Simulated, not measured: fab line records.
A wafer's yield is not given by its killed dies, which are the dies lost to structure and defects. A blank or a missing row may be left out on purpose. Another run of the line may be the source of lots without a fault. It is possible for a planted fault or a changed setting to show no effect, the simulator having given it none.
fab line records / flow n5Finfet
record lots=5 wafers=15 lastDay=19
route steps=1938 shown BEOL_M9@1427
lots that met no fault: taken from a fault-free run of the same line
startH: hours from the record's first day to the start of the lot's first wafer shown / waitH: hours elapsed since this lot's preceding step / " unchanged from the row above / L1.1+2: a row that stands for several wafers / - value missing, or start not given / * or withheld: withheld / < > ~ a bound
route shown NAME@n: names a module that has steps shown in the file, with the first one's number in the route / usual: the fault-free wafers' mean and standard deviation / same: alike in all rows / chamber/n: place in a boat / sites: readings site by site / _std_site: the values' standard deviation / _edge_site: inner sites' mean taken away from outer sites' mean / radiusMm: for every site, how far away it sits from the centre of the wafer / mask NAME#n: copy n / behind: the most recent tool/chamber to have shaped the wafer / hold: what put the lot on hold/how long, in hours/how the hold closed / device: the n, p or np transistor that did not switch / end of line: at the end of the route, the tests of the same wafers / step lacking rows: just its recipe / killed: count of dies lost to structure and defects at first sort (not the wafer's yield) / map: a wafer's dies, x killed, . not, _ none there
set.NAME: setting as actually run; set.NAME@STEP: the setting as run at that earlier step / model.NAME: the simulator's own value behind a step, which no gauge read
a table for each step, a row for each wafer; lots at some steps of the route
services: the hour from which a tool's chamber was out of use, counted from the record's first day as startH (under 0 if before that day), plus the number of hours and why
## steps
# step N5_BEOL_M9_COAT_75
# recipe resist=underlayer tempC=205 timeS=60 spinRpm=1500 resistThkNm=5
# step N5_BEOL_M9_COAT_22
# recipe resist=CAR-EUV spinRpm=1500 resistThkNm=30
# step N5_BEOL_M9_EBR_24
# recipe solvent=PGMEA ebrWidthMm=1.5
# step N5_BEOL_M9_SOFTBAKE_23
# recipe tempC=110 timeS=60 resist=CAR-EUV
# step N5_BEOL_M9_EXPOSE_25
# recipe maskId=V8 na=0.33 sourceShape=annular sigmaInner=0.4 sigmaOuter=0.8 polarization=unpolarized doseMj=37.25
# step N5_BEOL_M9_PEB_26
# recipe pebTempC=100 pebTimeS=60 resist=CAR-EUV
# step N5_BEOL_M9_DEVELOP_27
# recipe developTimeS=30 developer=TMAH resist=CAR-EUV rinseLiquid=surfactantRinse dry=airSpin devTempC=23
# step N5_BEOL_M9_CD_MEAS_28
# recipe targetCdNm=70 landingEnergyEv=500 detector=seInlens polarity=opening
# usual cdNm=70.06/0.28
# same landingEnergyEv=500
lot.wafer=L972.1 tool=cdSem-03 chamber=0 startH=254.12 waitH=- cdNm=70.33
lot.wafer=L972.3 tool=cdSem-03 chamber=0 startH=254.12 waitH=- cdNm=70.71
lot.wafer=L972.4 tool=cdSem-03 chamber=0 startH=254.12 waitH=- cdNm=70.26
lot.wafer=L983.1 tool=cdSem-02 chamber=0 startH=318.83 waitH=- cdNm=69.78
lot.wafer=L983.5 tool=cdSem-02 chamber=0 startH=318.83 waitH=- cdNm=69.60
lot.wafer=L983.6 tool=cdSem-02 chamber=0 startH=318.83 waitH=- cdNm=69.74
lot.wafer=L985.1 tool=cdSem-01 chamber=0 startH=323.24 waitH=- cdNm=69.99
lot.wafer=L985.3 tool=cdSem-01 chamber=0 startH=323.24 waitH=- cdNm=69.64
lot.wafer=L985.4 tool=cdSem-01 chamber=0 startH=323.24 waitH=- cdNm=69.63
lot.wafer=L986.2 tool=cdSem-02 chamber=0 startH=324.33 waitH=- cdNm=69.42
lot.wafer=L986.4 tool=cdSem-02 chamber=0 startH=324.33 waitH=- cdNm=70.11
lot.wafer=L986.5 tool=cdSem-02 chamber=0 startH=324.33 waitH=- cdNm=70.04
lot.wafer=L989.1 tool=cdSem-03 chamber=0 startH=379.41 waitH=- cdNm=69.95
lot.wafer=L989.2 tool=cdSem-03 chamber=0 startH=379.41 waitH=- cdNm=70.13
lot.wafer=L989.3 tool=cdSem-03 chamber=0 startH=379.41 waitH=- cdNm=70.01
# step N5_BEOL_M9_OVL_MEAS_29
# recipe pointsPerWafer=522
# usual V8_OVL=-0.1/0.72
lot.wafer=L972.1 tool=overlay-01 chamber=0 startH=254.15 waitH=0.0 V8_OVL[nm]=0.0
lot.wafer=L972.3 tool=overlay-01 chamber=0 startH=254.15 waitH=0.0 V8_OVL[nm]=0.9
lot.wafer=L972.4 tool=overlay-01 chamber=0 startH=254.15 waitH=0.0 V8_OVL[nm]=-0.2
lot.wafer=L983.1 tool=overlay-01 chamber=0 startH=318.86 waitH=0.0 V8_OVL[nm]=-0.1
lot.wafer=L983.5 tool=overlay-01 chamber=0 startH=318.86 waitH=0.0 V8_OVL[nm]=0.2
lot.wafer=L983.6 tool=overlay-01 chamber=0 startH=318.86 waitH=0.0 V8_OVL[nm]=0.2
lot.wafer=L985.1 tool=overlay-02 chamber=0 startH=323.27 waitH=0.0 V8_OVL[nm]=-1.1
lot.wafer=L985.3 tool=overlay-02 chamber=0 startH=323.27 waitH=0.0 V8_OVL[nm]=-0.1
lot.wafer=L985.4 tool=overlay-02 chamber=0 startH=323.27 waitH=0.0 V8_OVL[nm]=-0.3
lot.wafer=L986.2 tool=overlay-02 chamber=0 startH=324.36 waitH=0.0 V8_OVL[nm]=-0.2
lot.wafer=L986.4 tool=overlay-02 chamber=0 startH=324.36 waitH=0.0 V8_OVL[nm]=-1.4
lot.wafer=L986.5 tool=overlay-02 chamber=0 startH=324.36 waitH=0.0 V8_OVL[nm]=1.3
lot.wafer=L989.1 tool=overlay-01 chamber=0 startH=379.44 waitH=0.0 V8_OVL[nm]=-0.4
lot.wafer=L989.2 tool=overlay-01 chamber=0 startH=379.44 waitH=0.0 V8_OVL[nm]=0.0
lot.wafer=L989.3 tool=overlay-01 chamber=0 startH=379.44 waitH=0.0 V8_OVL[nm]=-0.9
# step N5_BEOL_M9_INSPECT_30
# recipe mode=adi inspectInstrument=brightfield
# usual rawDefectCount=434/110
lot.wafer=L972.1 tool=defectInspect-01 chamber=- startH=254.21 waitH=0.1 rawDefectCount=376
lot.wafer=L972.3 tool=defectInspect-01 chamber=- startH=254.21 waitH=0.1 rawDefectCount=345
lot.wafer=L972.4 tool=defectInspect-01 chamber=- startH=254.21 waitH=0.1 rawDefectCount=390
lot.wafer=L983.1 tool=defectInspect-01 chamber=- startH=318.92 waitH=0.1 rawDefectCount=419
lot.wafer=L983.5 tool=defectInspect-01 chamber=- startH=318.92 waitH=0.1 rawDefectCount=325
lot.wafer=L983.6 tool=defectInspect-01 chamber=- startH=318.92 waitH=0.1 rawDefectCount=339
lot.wafer=L985.1 tool=defectInspect-01 chamber=- startH=323.33 waitH=0.1 rawDefectCount=540
lot.wafer=L985.3 tool=defectInspect-01 chamber=- startH=323.33 waitH=0.1 rawDefectCount=744
lot.wafer=L985.4 tool=defectInspect-01 chamber=- startH=323.33 waitH=0.1 rawDefectCount=457
lot.wafer=L986.2 tool=defectInspect-01 chamber=- startH=324.42 waitH=0.0 rawDefectCount=275
lot.wafer=L986.4 tool=defectInspect-01 chamber=- startH=324.42 waitH=0.0 rawDefectCount=340
lot.wafer=L986.5 tool=defectInspect-01 chamber=- startH=324.42 waitH=0.0 rawDefectCount=305
lot.wafer=L989.1 tool=defectInspect-02 chamber=- startH=379.49 waitH=0.1 rawDefectCount=457
lot.wafer=L989.2 tool=defectInspect-02 chamber=- startH=379.49 waitH=0.1 rawDefectCount=478
lot.wafer=L989.3 tool=defectInspect-02 chamber=- startH=379.49 waitH=0.1 rawDefectCount=521
# step N5_BEOL_M9_DESCUM_33
# recipe chemistry=O2 timeS=7 sourcePowerW=50 biasPowerW=20 pressureMtorr=20 rfFrequencyHz=2.712e+07 tempC=40 resist=CAR-EUV o2FlowSccm=225
# usual drypumpMotorCurrentA=5.5/0.38 o2FlowSccm=225.0/0.62 oesProductAu=0.79/0.087 rfVppV=243.1/1.1 showerheadPlenumPTorr=2.09/0.051 throttleValvePct=20.41/0.21
lot.wafer=L972.1 tool=rieDiel-05 chamber=3 startH=254.25 waitH=0.0 drypumpMotorCurrentA=5.4 o2FlowSccm=225.1 oesProductAu=0.75 rfHoursCounterH=145 rfVppV=243.0 showerheadPlenumPTorr=2.09 throttleValvePct=20.22
lot.wafer=L972.3 tool=rieDiel-05 chamber=1 startH=254.25 waitH=0.0 drypumpMotorCurrentA=4.9 o2FlowSccm=225.0 oesProductAu=0.84 rfHoursCounterH=78 rfVppV=240.9 showerheadPlenumPTorr=2.03 throttleValvePct=20.20
lot.wafer=L972.4 tool=rieDiel-05 chamber=2 startH=254.25 waitH=0.0 drypumpMotorCurrentA=5.8 o2FlowSccm=224.8 oesProductAu=0.79 rfHoursCounterH=119 rfVppV=243.0 showerheadPlenumPTorr=2.09 throttleValvePct=20.73
lot.wafer=L983.1 tool=rieDiel-05 chamber=3 startH=318.95 waitH=0.0 drypumpMotorCurrentA=5.4 o2FlowSccm=224.3 oesProductAu=0.73 rfHoursCounterH=164 rfVppV=244.0 showerheadPlenumPTorr=2.09 throttleValvePct=20.23
lot.wafer=L983.5 tool=rieDiel-05 chamber=1 startH=318.95 waitH=0.0 drypumpMotorCurrentA=4.9 o2FlowSccm=224.9 oesProductAu=0.82 rfHoursCounterH=- rfVppV=242.5 showerheadPlenumPTorr=2.03 throttleValvePct=20.25
lot.wafer=L983.6 tool=rieDiel-05 chamber=3 startH=318.95 waitH=0.0 drypumpMotorCurrentA=5.4 o2FlowSccm=224.7 oesProductAu=0.72 rfHoursCounterH=- rfVppV=242.4 showerheadPlenumPTorr=2.09 throttleValvePct=20.23
lot.wafer=L985.1 tool=rieDiel-03 chamber=2 startH=323.36 waitH=0.0 drypumpMotorCurrentA=5.7 o2FlowSccm=224.2 oesProductAu=0.68 rfHoursCounterH=224 rfVppV=243.5 showerheadPlenumPTorr=2.15 throttleValvePct=20.21
lot.wafer=L985.3 tool=rieDiel-03 chamber=1 startH=323.36 waitH=0.0 drypumpMotorCurrentA=5.1 o2FlowSccm=225.2 oesProductAu=0.79 rfHoursCounterH=121 rfVppV=243.0 showerheadPlenumPTorr=2.10 throttleValvePct=20.28
lot.wafer=L985.4 tool=rieDiel-03 chamber=0 startH=323.36 waitH=0.0 drypumpMotorCurrentA=6.2 o2FlowSccm=225.8 oesProductAu=0.86 rfHoursCounterH=47 rfVppV=241.3 showerheadPlenumPTorr=2.04 throttleValvePct=20.20
lot.wafer=L986.2 tool=rieDiel-03 chamber=2 startH=324.45 waitH=0.0 drypumpMotorCurrentA=5.8 o2FlowSccm=224.9 oesProductAu=0.68 rfHoursCounterH=225 rfVppV=244.7 showerheadPlenumPTorr=2.15 throttleValvePct=20.21
lot.wafer=L986.4 tool=rieDiel-03 chamber=3 startH=324.45 waitH=0.0 drypumpMotorCurrentA=5.4 o2FlowSccm=224.1 oesProductAu=0.71 rfHoursCounterH=185 rfVppV=242.6 showerheadPlenumPTorr=2.07 throttleValvePct=20.68
lot.wafer=L986.5 tool=rieDiel-03 chamber=2 startH=324.45 waitH=0.0 drypumpMotorCurrentA=5.8 o2FlowSccm=225.6 oesProductAu=0.68 rfHoursCounterH=- rfVppV=243.9 showerheadPlenumPTorr=2.15 throttleValvePct=20.22
lot.wafer=L989.1 tool=rieDiel-06 chamber=1 startH=379.68 waitH=0.2 drypumpMotorCurrentA=5.7 o2FlowSccm=224.0 oesProductAu=0.83 rfHoursCounterH=64 rfVppV=244.2 showerheadPlenumPTorr=2.21 throttleValvePct=20.34
lot.wafer=L989.2 tool=rieDiel-06 chamber=2 startH=379.68 waitH=0.2 drypumpMotorCurrentA=5.9 o2FlowSccm=225.6 oesProductAu=0.73 rfHoursCounterH=165 rfVppV=244.3 showerheadPlenumPTorr=2.09 throttleValvePct=20.60
lot.wafer=L989.3 tool=rieDiel-06 chamber=0 startH=379.68 waitH=0.2 drypumpMotorCurrentA=5.4 o2FlowSccm=225.2 oesProductAu=0.97 rfHoursCounterH=8 rfVppV=241.9 showerheadPlenumPTorr=2.06 throttleValvePct=20.37
# step N5_BEOL_M9_ETCH_76
# recipe chemistry=N2/H2 target=underlayer targetDepthA=65 maskMaterial=CAR-EUV timeS=5.2 ionEnergyEv=200 pressureMtorr=30 sourceW=840 biasW=150 n2FlowSccm=200 h2FlowSccm=200 ends=cleared
# usual drypumpMotorCurrentA=5.5/0.38 etchRfOnTimeS=5.17/0.095 h2FlowSccm=199.9/0.64 oesProductAu=0.68/0.072 rfVppV=524.1/2.2 showerheadPlenumPTorr=2.54/0.062 throttleValvePct=17.83/0.23
lot.wafer=L972.1 tool=rieDiel-05 chamber=3 startH=254.28 waitH=0.0 drypumpMotorCurrentA=5.4 etchRfOnTimeS=5.29 h2FlowSccm=200.6 oesProductAu=0.64 rfHoursCounterH=145 rfVppV=525.1 showerheadPlenumPTorr=2.54 throttleValvePct=17.60
lot.wafer=L972.3 tool=rieDiel-05 chamber=1 startH=254.28 waitH=0.0 drypumpMotorCurrentA=4.9 etchRfOnTimeS=5.19 h2FlowSccm=200.4 oesProductAu=0.71 rfHoursCounterH=78 rfVppV=522.6 showerheadPlenumPTorr=2.47 throttleValvePct=17.58
lot.wafer=L972.4 tool=rieDiel-05 chamber=2 startH=254.28 waitH=0.0 drypumpMotorCurrentA=5.8 etchRfOnTimeS=5.08 h2FlowSccm=199.3 oesProductAu=0.68 rfHoursCounterH=119 rfVppV=526.3 showerheadPlenumPTorr=2.55 throttleValvePct=18.17
lot.wafer=L983.1 tool=rieDiel-05 chamber=3 startH=318.99 waitH=0.0 drypumpMotorCurrentA=5.4 etchRfOnTimeS=5.28 h2FlowSccm=200.1 oesProductAu=0.62 rfHoursCounterH=164 rfVppV=523.7 showerheadPlenumPTorr=2.53 throttleValvePct=17.63
lot.wafer=L983.5 tool=rieDiel-05 chamber=1 startH=318.99 waitH=0.0 drypumpMotorCurrentA=4.9 etchRfOnTimeS=5.18 h2FlowSccm=199.4 oesProductAu=0.70 rfHoursCounterH=- rfVppV=521.6 showerheadPlenumPTorr=2.46 throttleValvePct=17.64
lot.wafer=L983.6 tool=rieDiel-05 chamber=3 startH=318.99 waitH=0.0 drypumpMotorCurrentA=5.4 etchRfOnTimeS=5.30 h2FlowSccm=200.8 oesProductAu=0.63 rfHoursCounterH=- rfVppV=523.0 showerheadPlenumPTorr=2.53 throttleValvePct=17.62
lot.wafer=L985.1 tool=rieDiel-03 chamber=2 startH=323.40 waitH=0.0 drypumpMotorCurrentA=5.8 etchRfOnTimeS=5.32 h2FlowSccm=200.8 oesProductAu=0.57 rfHoursCounterH=224 rfVppV=524.4 showerheadPlenumPTorr=2.60 throttleValvePct=17.64
lot.wafer=L985.3 tool=rieDiel-03 chamber=1 startH=323.40 waitH=0.0 drypumpMotorCurrentA=5.1 etchRfOnTimeS=5.14 h2FlowSccm=199.2 oesProductAu=0.67 rfHoursCounterH=121 rfVppV=525.4 showerheadPlenumPTorr=2.55 throttleValvePct=17.72
lot.wafer=L985.4 tool=rieDiel-03 chamber=0 startH=323.40 waitH=0.0 drypumpMotorCurrentA=6.3 etchRfOnTimeS=5.09 h2FlowSccm=200.2 oesProductAu=0.74 rfHoursCounterH=47 rfVppV=520.6 showerheadPlenumPTorr=2.48 throttleValvePct=17.59
lot.wafer=L986.2 tool=rieDiel-03 chamber=2 startH=324.48 waitH=0.0 drypumpMotorCurrentA=5.8 etchRfOnTimeS=5.37 h2FlowSccm=198.6 oesProductAu=0.57 rfHoursCounterH=225 rfVppV=523.6 showerheadPlenumPTorr=2.60 throttleValvePct=17.65
lot.wafer=L986.4 tool=rieDiel-03 chamber=3 startH=324.48 waitH=0.0 drypumpMotorCurrentA=5.5 etchRfOnTimeS=5.20 h2FlowSccm=199.8 oesProductAu=0.62 rfHoursCounterH=185 rfVppV=522.7 showerheadPlenumPTorr=2.53 throttleValvePct=18.20
lot.wafer=L986.5 tool=rieDiel-03 chamber=2 startH=324.48 waitH=0.0 drypumpMotorCurrentA=5.8 etchRfOnTimeS=5.34 h2FlowSccm=199.1 oesProductAu=0.58 rfHoursCounterH=- rfVppV=526.8 showerheadPlenumPTorr=2.60 throttleValvePct=17.65
lot.wafer=L989.1 tool=rieDiel-06 chamber=1 startH=379.72 waitH=0.0 drypumpMotorCurrentA=5.7 etchRfOnTimeS=5.22 h2FlowSccm=200.1 oesProductAu=0.70 rfHoursCounterH=64 rfVppV=527.1 showerheadPlenumPTorr=2.68 throttleValvePct=17.76
lot.wafer=L989.2 tool=rieDiel-06 chamber=2 startH=379.72 waitH=0.0 drypumpMotorCurrentA=5.8 etchRfOnTimeS=5.12 h2FlowSccm=200.2 oesProductAu=0.62 rfHoursCounterH=165 rfVppV=523.2 showerheadPlenumPTorr=2.54 throttleValvePct=18.03
lot.wafer=L989.3 tool=rieDiel-06 chamber=0 startH=379.72 waitH=0.0 drypumpMotorCurrentA=5.4 etchRfOnTimeS=5.13 h2FlowSccm=199.8 oesProductAu=0.82 rfHoursCounterH=8 rfVppV=522.0 showerheadPlenumPTorr=2.50 throttleValvePct=17.78
# step N5_BEOL_M9_ETCH_65
# recipe chemistry=CF4 target=SiARC targetDepthA=156 maskMaterial=CAR-EUV timeS=26 ionEnergyEv=80 pressureMtorr=40 sourceW=545 biasW=36 Ar_flow_sccm=100 cf4FlowSccm=100 ends=cleared
# usual cf4FlowSccm=99.97/0.28 drypumpMotorCurrentA=5.5/0.38 etchRfOnTimeS=25.9/0.48 mfcArSccm=100.0/0.31 oesProductAu=0.68/0.072 rfVppV=184.2/1.1 showerheadPlenumPTorr=2.14/0.052 throttleValvePct=15.61/0.23
lot.wafer=L972.1 tool=rieDiel-05 chamber=3 startH=254.30 waitH=0.0 cf4FlowSccm=99.79 drypumpMotorCurrentA=5.4 etchRfOnTimeS=26.8 mfcArSccm=100.4 oesProductAu=0.64 rfHoursCounterH=145 rfVppV=184.7 showerheadPlenumPTorr=2.15 throttleValvePct=15.42
lot.wafer=L972.3 tool=rieDiel-05 chamber=1 startH=254.30 waitH=0.0 cf4FlowSccm=99.95 drypumpMotorCurrentA=4.9 etchRfOnTimeS=26.1 mfcArSccm=99.9 oesProductAu=0.72 rfHoursCounterH=78 rfVppV=183.4 showerheadPlenumPTorr=2.08 throttleValvePct=15.36
lot.wafer=L972.4 tool=rieDiel-05 chamber=2 startH=254.30 waitH=0.0 cf4FlowSccm=99.78 drypumpMotorCurrentA=5.8 etchRfOnTimeS=25.4 mfcArSccm=99.6 oesProductAu=0.69 rfHoursCounterH=119 rfVppV=185.7 showerheadPlenumPTorr=2.16 throttleValvePct=15.94
lot.wafer=L983.1 tool=rieDiel-05 chamber=3 startH=319.00 waitH=0.0 cf4FlowSccm=77.16 drypumpMotorCurrentA=5.4 etchRfOnTimeS=27.4 mfcArSccm=100.0 oesProductAu=0.62 rfHoursCounterH=164 rfVppV=184.7 showerheadPlenumPTorr=1.98 throttleValvePct=14.54
lot.wafer=L983.5 tool=rieDiel-05 chamber=1 startH=319.00 waitH=0.0 cf4FlowSccm=99.71 drypumpMotorCurrentA=4.9 etchRfOnTimeS=26.1 mfcArSccm=99.8 oesProductAu=0.70 rfHoursCounterH=- rfVppV=183.5 showerheadPlenumPTorr=2.07 throttleValvePct=15.40
lot.wafer=L983.6 tool=rieDiel-05 chamber=3 startH=319.00 waitH=0.0 cf4FlowSccm=77.35 drypumpMotorCurrentA=5.4 etchRfOnTimeS=27.7 mfcArSccm=100.3 oesProductAu=0.62 rfHoursCounterH=- rfVppV=182.2 showerheadPlenumPTorr=1.98 throttleValvePct=14.54
lot.wafer=L985.1 tool=rieDiel-03 chamber=2 startH=323.42 waitH=0.0 cf4FlowSccm=100.01 drypumpMotorCurrentA=5.7 etchRfOnTimeS=26.3 mfcArSccm=99.6 oesProductAu=0.58 rfHoursCounterH=224 rfVppV=184.3 showerheadPlenumPTorr=2.20 throttleValvePct=15.54
lot.wafer=L985.3 tool=rieDiel-03 chamber=1 startH=323.42 waitH=0.0 cf4FlowSccm=99.88 drypumpMotorCurrentA=5.1 etchRfOnTimeS=26.0 mfcArSccm=99.5 oesProductAu=0.67 rfHoursCounterH=121 rfVppV=184.0 showerheadPlenumPTorr=2.15 throttleValvePct=15.46
lot.wafer=L985.4 tool=rieDiel-03 chamber=0 startH=323.42 waitH=0.0 cf4FlowSccm=100.51 drypumpMotorCurrentA=6.2 etchRfOnTimeS=25.6 mfcArSccm=99.7 oesProductAu=0.73 rfHoursCounterH=47 rfVppV=182.8 showerheadPlenumPTorr=2.09 throttleValvePct=15.32
lot.wafer=L986.2 tool=rieDiel-03 chamber=2 startH=324.50 waitH=0.0 cf4FlowSccm=100.05 drypumpMotorCurrentA=5.8 etchRfOnTimeS=26.8 mfcArSccm=99.9 oesProductAu=0.58 rfHoursCounterH=225 rfVppV=184.5 showerheadPlenumPTorr=2.20 throttleValvePct=15.53
lot.wafer=L986.4 tool=rieDiel-03 chamber=3 startH=324.50 waitH=0.0 cf4FlowSccm=99.57 drypumpMotorCurrentA=5.4 etchRfOnTimeS=25.7 mfcArSccm=99.9 oesProductAu=0.62 rfHoursCounterH=185 rfVppV=184.4 showerheadPlenumPTorr=2.13 throttleValvePct=15.94
lot.wafer=L986.5 tool=rieDiel-03 chamber=2 startH=324.50 waitH=0.0 cf4FlowSccm=100.21 drypumpMotorCurrentA=5.8 etchRfOnTimeS=26.6 mfcArSccm=100.3 oesProductAu=0.58 rfHoursCounterH=- rfVppV=184.9 showerheadPlenumPTorr=2.20 throttleValvePct=15.54
lot.wafer=L989.1 tool=rieDiel-06 chamber=1 startH=379.73 waitH=0.0 cf4FlowSccm=100.00 drypumpMotorCurrentA=5.7 etchRfOnTimeS=26.2 mfcArSccm=99.7 oesProductAu=0.72 rfHoursCounterH=64 rfVppV=186.0 showerheadPlenumPTorr=2.26 throttleValvePct=15.49
lot.wafer=L989.2 tool=rieDiel-06 chamber=2 startH=379.73 waitH=0.0 cf4FlowSccm=100.57 drypumpMotorCurrentA=5.8 etchRfOnTimeS=25.5 mfcArSccm=100.1 oesProductAu=0.63 rfHoursCounterH=165 rfVppV=183.7 showerheadPlenumPTorr=2.14 throttleValvePct=15.78
lot.wafer=L989.3 tool=rieDiel-06 chamber=0 startH=379.73 waitH=0.0 cf4FlowSccm=100.24 drypumpMotorCurrentA=5.4 etchRfOnTimeS=25.7 mfcArSccm=99.9 oesProductAu=0.81 rfHoursCounterH=8 rfVppV=182.6 showerheadPlenumPTorr=2.11 throttleValvePct=15.47
# step N5_BEOL_M9_ETCH_66
# recipe chemistry=N2/H2 target=SOC targetDepthA=800 overetchA=160 maskMaterial=SiARC tempC=40 timeS=120 ionEnergyEv=200 pressureMtorr=30 sourceW=840 biasW=150 n2FlowSccm=200 h2FlowSccm=200
# usual drypumpMotorCurrentA=5.5/0.38 h2FlowSccm=200.0/0.64 oesProductAu=0.61/0.061 rfVppV=523.9/1.9 showerheadPlenumPTorr=2.54/0.062 throttleValvePct=17.78/0.24
lot.wafer=L972.1 tool=rieDiel-05 chamber=3 startH=254.32 waitH=0.0 drypumpMotorCurrentA=5.4 h2FlowSccm=199.2 oesProductAu=0.58 rfHoursCounterH=145 rfVppV=524.0 showerheadPlenumPTorr=2.54 throttleValvePct=17.56
lot.wafer=L972.3 tool=rieDiel-05 chamber=1 startH=254.32 waitH=0.0 drypumpMotorCurrentA=4.9 h2FlowSccm=200.3 oesProductAu=0.65 rfHoursCounterH=78 rfVppV=522.2 showerheadPlenumPTorr=2.47 throttleValvePct=17.55
lot.wafer=L972.4 tool=rieDiel-05 chamber=2 startH=254.32 waitH=0.0 drypumpMotorCurrentA=5.9 h2FlowSccm=200.4 oesProductAu=0.61 rfHoursCounterH=119 rfVppV=522.0 showerheadPlenumPTorr=2.55 throttleValvePct=18.12
lot.wafer=L983.1 tool=rieDiel-05 chamber=3 startH=319.03 waitH=0.0 drypumpMotorCurrentA=5.4 h2FlowSccm=199.9 oesProductAu=0.56 rfHoursCounterH=164 rfVppV=524.6 showerheadPlenumPTorr=2.53 throttleValvePct=17.59
lot.wafer=L983.5 tool=rieDiel-05 chamber=1 startH=319.03 waitH=0.0 drypumpMotorCurrentA=5.0 h2FlowSccm=200.9 oesProductAu=0.63 rfHoursCounterH=- rfVppV=521.2 showerheadPlenumPTorr=2.46 throttleValvePct=17.58
lot.wafer=L983.6 tool=rieDiel-05 chamber=3 startH=319.03 waitH=0.0 drypumpMotorCurrentA=5.4 h2FlowSccm=200.4 oesProductAu=0.57 rfHoursCounterH=- rfVppV=524.5 showerheadPlenumPTorr=2.53 throttleValvePct=17.59
lot.wafer=L985.1 tool=rieDiel-03 chamber=2 startH=323.44 waitH=0.0 drypumpMotorCurrentA=5.8 h2FlowSccm=200.0 oesProductAu=0.52 rfHoursCounterH=224 rfVppV=525.6 showerheadPlenumPTorr=2.60 throttleValvePct=17.60
lot.wafer=L985.3 tool=rieDiel-03 chamber=1 startH=323.44 waitH=0.0 drypumpMotorCurrentA=5.1 h2FlowSccm=200.2 oesProductAu=0.59 rfHoursCounterH=121 rfVppV=523.9 showerheadPlenumPTorr=2.55 throttleValvePct=17.67
lot.wafer=L985.4 tool=rieDiel-03 chamber=0 startH=323.44 waitH=0.0 drypumpMotorCurrentA=6.2 h2FlowSccm=200.1 oesProductAu=0.65 rfHoursCounterH=47 rfVppV=523.4 showerheadPlenumPTorr=2.48 throttleValvePct=17.55
lot.wafer=L986.2 tool=rieDiel-03 chamber=2 startH=324.53 waitH=0.0 drypumpMotorCurrentA=5.8 h2FlowSccm=200.3 oesProductAu=0.52 rfHoursCounterH=225 rfVppV=527.1 showerheadPlenumPTorr=2.60 throttleValvePct=17.61
lot.wafer=L986.4 tool=rieDiel-03 chamber=3 startH=324.53 waitH=0.0 drypumpMotorCurrentA=5.4 h2FlowSccm=200.2 oesProductAu=0.55 rfHoursCounterH=185 rfVppV=523.9 showerheadPlenumPTorr=2.53 throttleValvePct=18.16
lot.wafer=L986.5 tool=rieDiel-03 chamber=2 startH=324.53 waitH=0.0 drypumpMotorCurrentA=5.8 h2FlowSccm=200.6 oesProductAu=0.52 rfHoursCounterH=- rfVppV=527.8 showerheadPlenumPTorr=2.60 throttleValvePct=17.61
lot.wafer=L989.1 tool=rieDiel-06 chamber=1 startH=379.76 waitH=0.0 drypumpMotorCurrentA=5.8 h2FlowSccm=199.9 oesProductAu=0.64 rfHoursCounterH=64 rfVppV=528.3 showerheadPlenumPTorr=2.68 throttleValvePct=17.72
lot.wafer=L989.2 tool=rieDiel-06 chamber=2 startH=379.76 waitH=0.0 drypumpMotorCurrentA=5.8 h2FlowSccm=198.6 oesProductAu=0.56 rfHoursCounterH=165 rfVppV=522.5 showerheadPlenumPTorr=2.54 throttleValvePct=17.98
lot.wafer=L989.3 tool=rieDiel-06 chamber=0 startH=379.76 waitH=0.0 drypumpMotorCurrentA=5.4 h2FlowSccm=200.7 oesProductAu=0.71 rfHoursCounterH=8 rfVppV=522.4 showerheadPlenumPTorr=2.50 throttleValvePct=17.72
## services
tool=rieDiel-06 chamber=0 startH=235.18 hours=4.9 kind=repair
tool=rieDiel-03 chamber=0 startH=268.47 hours=1.5 kind=repair
tool=rieDiel-05 chamber=0 startH=280.12 hours=21.8 kind=repair
tool=rieDiel-05 chamber=0 startH=314.89 hours=- kind=clean
tool=rieDiel-05 chamber=0 startH=314.89 hours=- kind=consumableReplace:focusRing
tool=rieDiel-05 chamber=0 startH=314.89 hours=23.4 kind=scheduledDown
tool=rieDiel-05 chamber=0 startH=314.89 hours=23.4 kind=ventCycle
tool=rieDiel-06 chamber=2 startH=329.05 hours=5.4 kind=repair
tool=rieDiel-06 chamber=0 startH=337.33 hours=- kind=clean
tool=rieDiel-06 chamber=0 startH=337.33 hours=- kind=consumableReplace:focusRing
tool=rieDiel-06 chamber=0 startH=337.33 hours=17.5 kind=scheduledDown
tool=rieDiel-06 chamber=0 startH=337.33 hours=17.5 kind=ventCycle
tool=rieDiel-05 chamber=2 startH=354.62 hours=15.6 kind=repair
## key
firstSign step=N5_BEOL_M9_ETCH_65 reading=cf4FlowSccm direction=down sigmas=81 usual=99.97 struck=77.26
effect step=N5_BEOL_M9_ETCH_65 reading=throttleValvePct direction=down sigmas=4.7 usual=* struck=*
metAt N5_BEOL_M9_ETCH_65
struckWafers L983.1,L983.6
onsetBetween 254.30 319.00
fault kind=processParameterDrift tool=rieDiel-05 chamber=3 onsetH=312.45 steps=N5_BEOL_M9_ETCH_65 channel=cf4FlowSccm offset=-22.5 shape=step endH=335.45 actsIn=theseRecipesOnly stated=100
